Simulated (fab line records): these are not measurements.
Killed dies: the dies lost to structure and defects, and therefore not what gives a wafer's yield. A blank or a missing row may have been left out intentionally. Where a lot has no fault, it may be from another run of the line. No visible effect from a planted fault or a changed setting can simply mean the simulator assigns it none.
Split-lot experiment :: flow n5Finfet :: 21 wafers read across 7 lots, on a route 1938 steps long

## THE SPLIT ITSELF
At N5_BEOL_M8_DESCUM_16 (chemistry O2, time 7.9 s), the setting timeS was moved away from the recipe's 7.9 s on 9 of the 21 wafers read, by -21.5% to +21.6%. The other wafers ran this setting at the recipe's value.

The file shows no step between the split and the reading.

## THE READING
CAR-ArF_of_BEOL_M8_COAT_05.thkNm (the simulator's own value, which no gauge read), in nm, at N5_BEOL_M8_ETCH_61 (etches SiARC in CF4, target depth 45.5 nm, time 75.8 s). The file does not state a usual value for it. Average 51.0 nm, standard deviation 0.23 nm, over the 12 wafers here run with the recipe.

wafer: L075.1
tool, chamber at the split: rieDiel-06, 0
timeS as run, s: 7.9
against the recipe: recipe
CAR-ArF_of_BEOL_M8_COAT_05.thkNm, nm: 50.8
against lot-mates on the recipe: -

wafer: L075.3
tool, chamber at the split: rieDiel-06, 1
timeS as run, s: 6.205
against the recipe: -21.5%
CAR-ArF_of_BEOL_M8_COAT_05.thkNm, nm: 52
against lot-mates on the recipe: +1.2

wafer: L075.5
tool, chamber at the split: rieDiel-06, 1
timeS as run, s: 6.205
against the recipe: -21.5%
CAR-ArF_of_BEOL_M8_COAT_05.thkNm, nm: 52.4
against lot-mates on the recipe: +1.6

wafer: L078.3
tool, chamber at the split: rieDiel-06, 1
timeS as run, s: 7.9
against the recipe: recipe
CAR-ArF_of_BEOL_M8_COAT_05.thkNm, nm: 51.2
against lot-mates on the recipe: -

wafer: L078.4
tool, chamber at the split: rieDiel-06, 0
timeS as run, s: 8.966
against the recipe: +13.5%
CAR-ArF_of_BEOL_M8_COAT_05.thkNm, nm: 50.4
against lot-mates on the recipe: -0.8

wafer: L078.6
tool, chamber at the split: rieDiel-06, 1
timeS as run, s: 8.966
against the recipe: +13.5%
CAR-ArF_of_BEOL_M8_COAT_05.thkNm, nm: 50.4
against lot-mates on the recipe: -0.8

wafer: L083.4
tool, chamber at the split: rieDiel-02, 3,1
timeS as run, s: 7.9
against the recipe: recipe
CAR-ArF_of_BEOL_M8_COAT_05.thkNm, nm: 51.2
against lot-mates on the recipe: -

wafer: L083.5
tool, chamber at the split: rieDiel-02, 0
timeS as run, s: 7.9
against the recipe: recipe
CAR-ArF_of_BEOL_M8_COAT_05.thkNm, nm: 51.4
against lot-mates on the recipe: -

wafer: L083.6
tool, chamber at the split: rieDiel-02, 3,1
timeS as run, s: 7.9
against the recipe: recipe
CAR-ArF_of_BEOL_M8_COAT_05.thkNm, nm: 51.4
against lot-mates on the recipe: -

wafer: L082.1
tool, chamber at the split: rieDiel-03, 3
timeS as run, s: 7.9
against the recipe: recipe
CAR-ArF_of_BEOL_M8_COAT_05.thkNm, nm: 50.8
against lot-mates on the recipe: -

wafer: L082.3
tool, chamber at the split: rieDiel-03, 0
timeS as run, s: 6.934
against the recipe: -12.2%
CAR-ArF_of_BEOL_M8_COAT_05.thkNm, nm: 51
against lot-mates on the recipe: +0.2

wafer: L082.5
tool, chamber at the split: rieDiel-03, 3
timeS as run, s: 6.934
against the recipe: -12.2%
CAR-ArF_of_BEOL_M8_COAT_05.thkNm, nm: 51.2
against lot-mates on the recipe: +0.4

wafer: L084.1
tool, chamber at the split: rieDiel-03, 0
timeS as run, s: 7.9
against the recipe: recipe
CAR-ArF_of_BEOL_M8_COAT_05.thkNm, nm: 51
against lot-mates on the recipe: -

wafer: L084.4
tool, chamber at the split: rieDiel-03, 3
timeS as run, s: 7.9
against the recipe: recipe
CAR-ArF_of_BEOL_M8_COAT_05.thkNm, nm: 51
against lot-mates on the recipe: -

wafer: L084.5
tool, chamber at the split: rieDiel-03, 1
timeS as run, s: 7.9
against the recipe: recipe
CAR-ArF_of_BEOL_M8_COAT_05.thkNm, nm: 50.8
against lot-mates on the recipe: -

wafer: L087.1
tool, chamber at the split: rieDiel-02, 2
timeS as run, s: 7.9
against the recipe: recipe
CAR-ArF_of_BEOL_M8_COAT_05.thkNm, nm: 50.8
against lot-mates on the recipe: -

wafer: L087.2
tool, chamber at the split: rieDiel-02, 1
timeS as run, s: 7.9
against the recipe: recipe
CAR-ArF_of_BEOL_M8_COAT_05.thkNm, nm: 51.2
against lot-mates on the recipe: -

wafer: L087.4
tool, chamber at the split: rieDiel-02, 2
timeS as run, s: 9.604
against the recipe: +21.6%
CAR-ArF_of_BEOL_M8_COAT_05.thkNm, nm: 49.8
against lot-mates on the recipe: -1.2

wafer: L093.1
tool, chamber at the split: rieDiel-02, 0
timeS as run, s: 9.05
against the recipe: +14.6%
CAR-ArF_of_BEOL_M8_COAT_05.thkNm, nm: 50.4
against lot-mates on the recipe: -0.4

wafer: L093.4
tool, chamber at the split: rieDiel-02, 0
timeS as run, s: 9.05
against the recipe: +14.6%
CAR-ArF_of_BEOL_M8_COAT_05.thkNm, nm: 50.6
against lot-mates on the recipe: -0.2

wafer: L093.5
tool, chamber at the split: rieDiel-02, 3
timeS as run, s: 7.9
against the recipe: recipe
CAR-ArF_of_BEOL_M8_COAT_05.thkNm, nm: 50.8
against lot-mates on the recipe: -
Rows listing several chambers each stand for several wafers; the file does not say which wafer went through which chamber.

THE FIT
A straight line over all 21 wafers: CAR-ArF_of_BEOL_M8_COAT_05.thkNm changes by -0.0447 nm for each +1% of timeS; r = -0.88; the points scatter about the line by 0.27 nm.
The same after taking each lot's own level away (the mean of its wafers on the recipe; 21 wafers): -0.0501 nm for each +1%; r = -0.92; scatter 0.24 nm.
Per that fit: largest timeS move, reading shift of 1.1 nm.
Across the lots, their own levels run from 50.80 to 51.33 nm, a range of 2.3 times the standard deviation given above.
So the slope is not independent of the lot-to-lot level: the two fits are not the same.
Check: -1.01 nm against its lot-mates is what the line predicts for one of the wafers moved furthest among these (+21.6%) when that wafer is left out of the fit. Against them it came out at -1.2 nm.

## THESE WAFERS: OTHER SPLITS
These wafers also went through other splits before the reading. Each is held against what the fit with the lots' levels taken away leaves over:
other split on the same wafers: N5_BEOL_M4_ALD_84 coReactantPulseTimeS
wafers away from the commonest value: 8
r with CAR-ArF_of_BEOL_M8_COAT_05.thkNm (lot level and that fit taken away): -0.16

other split on the same wafers: N5_BEOL_M5_COAT_05 spinRpm
wafers away from the commonest value: 5
r with CAR-ArF_of_BEOL_M8_COAT_05.thkNm (lot level and that fit taken away): +0.07

other split on the same wafers: N5_BEOL_M5_ETCH_62 sourceW
wafers away from the commonest value: 10
r with CAR-ArF_of_BEOL_M8_COAT_05.thkNm (lot level and that fit taken away): +0.02

other split on the same wafers: N5_BEOL_M5_TRENCH_ETCH_37 biasW
wafers away from the commonest value: 5
r with CAR-ArF_of_BEOL_M8_COAT_05.thkNm (lot level and that fit taken away): +0.01

other split on the same wafers: N5_BEOL_M5_ETCH_41 sourceW
wafers away from the commonest value: 3
r with CAR-ArF_of_BEOL_M8_COAT_05.thkNm (lot level and that fit taken away): -0.05

other split on the same wafers: N5_BEOL_M8_PECVD_70 tempC
wafers away from the commonest value: 10
r with CAR-ArF_of_BEOL_M8_COAT_05.thkNm (lot level and that fit taken away): -0.12

## THE WHOLE CHAIN: every reading that the file lists as answering this split, in the file's order
step: N5_BEOL_M8_DESCUM_16
what it does: chemistry O2, time 7.9 s
reading: CAR-ArF_of_BEOL_M8_COAT_05.thkNm (the simulator's own value, which no gauge read)
change (the file's fit): -0.0531 nm for each +1% of the setting
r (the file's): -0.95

step: N5_BEOL_M8_ETCH_61
what it does: etches SiARC in CF4, target depth 45.5 nm, time 75.8 s
reading: CAR-ArF_of_BEOL_M8_COAT_05.thkNm (the simulator's own value, which no gauge read)
change (the file's fit): -0.0509 nm for each +1% of the setting
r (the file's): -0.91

## THE FILE'S OWN FIT
CAR-ArF_of_BEOL_M8_COAT_05.thkNm changes by -0.0509 nm for each +1% of timeS, r = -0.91.
